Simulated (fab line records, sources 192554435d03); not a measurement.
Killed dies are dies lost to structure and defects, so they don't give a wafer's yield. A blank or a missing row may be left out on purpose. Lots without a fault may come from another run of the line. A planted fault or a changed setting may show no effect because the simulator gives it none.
One fault seen from 2 desks | flow n5_finfet | each desk has only its own numbers; what lay behind them comes last

THE METROLOGY DESK
What the gauges read, lot by lot, whatever tool the lot ran on: means of the sampled wafers that have a number. A lot is out of limits, marked OUT, if its mean lies more than 4 standard deviations from the usual mean; the brackets give that distance.
Columns: A = TV_OVL at N5_PASSIVATION_OVL_MEAS_60, usual 6 nm
lot  | first seen here | A
L385 | day 11 19:49    | 5
L389 | day 13 09:34    | 2
L391 | day 13 10:33    | 13
L392 | day 14 10:11    | 4
L394 | day 14 14:52    | 13
L393 | day 14 15:13    | 1
L399 | day 15 15:18    | 7
L400 | day 15 15:41    | 5
L405 | day 17 04:43    | 7
L404 | day 17 18:29    | 0
L406 | day 17 22:19    | 0
This desk's finding: nothing out of limits on any of the 11 lots.

THE TOOL OWNER'S DESK: pecvd-04
The tool's own readings at N5_PASSIVATION_PECVD_35 (deposits SiNx from SiH4/NH3/N2, target thk 700 nm, time 151.3 s): means of the sampled wafers that have a number, for each lot that ran on this tool. A lot is out of limits, marked OUT, if its mean lies more than 4 standard deviations from the usual mean; the brackets give that distance.
Columns: A = heater_power_outer_w at N5_PASSIVATION_PECVD_35, usual 140 W; B = heater_power_w at N5_PASSIVATION_PECVD_35, usual 334 W; C = run_length_s at N5_PASSIVATION_PECVD_35, usual 195.3 s; D = showerhead_plenum_p_Torr at N5_PASSIVATION_PECVD_35, usual 8.66 Torr; E = susceptor_temp_C at N5_PASSIVATION_PECVD_35, usual 399.98 C; F = throttle_valve_pct at N5_PASSIVATION_PECVD_35, usual 29.6 %
lot  | first seen here | A   | B   | C                       | D    | E      | F
L392 | day 14 13:10    | 146 | 312 | 195.8                   | 8.68 | 399.86 | 28.4
L399 | day 15 18:27    | 156 | 322 | 195.6                   | 8.67 | 400.12 | 28.5
L404 | day 17 21:46    | 61  | 248 | 277.3 (+99 or more) OUT | 8.71 | 400.08 | 31.4
This desk's finding: out of limits on L404; first on L404, day 17 21:46 (run_length_s at N5_PASSIVATION_PECVD_35). In limits: L392, L399.

PUT TOGETHER
The tool owner's desk could have raised an alarm at day 17 21:46, on L404.
The metrology desk saw nothing out of limits.
The metrology desk has L404 on record, within its limits.
Of the lots named, all ran N5_PASSIVATION_PECVD_35 on pecvd-04.

WHAT THE SIMULATOR HAD PUT IN
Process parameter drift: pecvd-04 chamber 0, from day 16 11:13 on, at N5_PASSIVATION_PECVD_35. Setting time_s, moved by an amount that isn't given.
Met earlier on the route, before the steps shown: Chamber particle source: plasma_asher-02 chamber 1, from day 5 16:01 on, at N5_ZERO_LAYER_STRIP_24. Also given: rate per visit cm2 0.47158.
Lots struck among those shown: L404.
Hours from the fault's start to each desk's first reading out of limits: the tool owner's desk, 35.
